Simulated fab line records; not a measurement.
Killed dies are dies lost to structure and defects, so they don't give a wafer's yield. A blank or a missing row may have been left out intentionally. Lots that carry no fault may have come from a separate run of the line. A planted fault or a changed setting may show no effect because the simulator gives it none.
Problem report in the 8D (eight disciplines) form, filled by code || flow n5-finfet || the parts of the form that need people (team, actions taken, sign-off) are left out

1. WHAT IS WRONG
killed-at-other at N5_PASSIVATION_PROBE_49 reads a mean of 122.0 on 6 wafers of 2 lots; wafers without a fault read 3.2 with a standard deviation of 2.7. Relative to the usual mean, that is a shift of +44 standard deviations.
The first sign was on wafer L108.1 at day 18 04:01, on prober-01. At this step, 11 wafers from 4 lots have a number in the record. Rule for "out" (also "out of limits"): further than 4 standard deviations from the usual mean. Any other wafer with a number is counted as sound.

2. WHAT IT IS AND WHAT IT IS NOT
{"question": "which readings at this step", "is": "killed-at-other, defect-limited-yield, killed-dies, sort_bin_5_function, sort-yield-pct", "is not": "killed_at_M0_to_M3, killed_at_M4_up, killed-at-contacts, killed-at-front-end"}
{"question": "which lots", "is": "L108, L114", "is not": "L105, L113"}
{"question": "which wafers of those lots", "is": "all that have a number", "is not": "-"}
{"question": "read on which tools", "is": "prober-01", "is not": "-"}
{"question": "when", "is": "from day 18 04:01", "is not": "up to then (3 sound wafers); but 2 sound wafers of L113 came after"}

3. THE SUSPECTS, EACH WITH WHAT RULES IT OUT
Counting: a tool stays on the suspect list if, at a process step up to the reading, it processed all lots that are out and no sound lot following the first of them.
- rie-diel-01 at N5_PASSIVATION_STRIP_14 (strips in O2): kept. Every lot that is out went through it, starting with L108 (day 17 19:25), and after that it ran no sound lot; the last sound lot it ran before then is L105 (day 15 23:14).
- prober-01 at N5_PASSIVATION_PROBE_49: ruled out as a lasting fault. After its first lot that is out, L108 (day 18 04:01), sound lots L113 ran on it.
After counting, what remains is rie-diel-01 at N5_PASSIVATION_STRIP_14.

4. THE CAUSE (what the simulator had put in)
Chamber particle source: rie-diel-01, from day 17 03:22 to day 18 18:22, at N5_PASSIVATION_STRIP_14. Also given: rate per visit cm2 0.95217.
This tool alone remained once counting was done.

5. THE EFFECT CHAIN, in route order
Each row: a reading where the mean over the struck wafers with a number is more than 3 standard deviations away from the usual. Only readings for which the record gives a usual standard deviation are gone through. hours: the time from each lot's start at the first step in this table that gives one to its start at this step, as a median over the lots. sigmas: the change in usual standard deviations.
{"hours": 0, "step": "N5_PASSIVATION_PROBE_49", "reading": "defect-limited-yield", "usual": "91.3 %", "on struck wafers": 82.3, "change": -9.0, "sigmas": -6.4}
{"hours": 0, "step": "N5_PASSIVATION_PROBE_49", "reading": "killed-at-other", "usual": 3.2, "on struck wafers": 122.0, "change": "+118.8", "sigmas": "+44"}
{"hours": 0, "step": "N5_PASSIVATION_PROBE_49", "reading": "killed-dies", "usual": 103, "on struck wafers": 209, "change": "+106", "sigmas": "+6.6"}
{"hours": 0, "step": "N5_PASSIVATION_PROBE_49", "reading": "sort_bin_5_function", "usual": "5.1 %", "on struck wafers": 11.3, "change": "+6.2", "sigmas": "+6.7"}
{"hours": 0, "step": "N5_PASSIVATION_PROBE_49", "reading": "sort-n-pass", "usual": 1077, "on struck wafers": 971, "change": -106, "sigmas": -6.2}
{"hours": 0, "step": "N5_PASSIVATION_PROBE_49", "reading": "sort-yield-pct", "usual": "91.2 %", "on struck wafers": 82.3, "change": -8.9, "sigmas": -6.4}
The process steps in it:
- N5_PASSIVATION_PROBE_49

6. WHAT WOULD HAVE CAUGHT IT SOONER
The fault began at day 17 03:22; the first out-of-limits reading in this record came at day 18 04:01, 25 hours later.
Tool readings at N5_PASSIVATION_STRIP_14 with a usual standard deviation given in the record: none out on any struck wafer, hence no alarm at a limit of 4 standard deviations on them.
Of the lots that are out (2), L114 began N5_PASSIVATION_STRIP_14 on rie-diel-01 after day 18 04:01. It would have been spared by a hold on the tool at that moment.
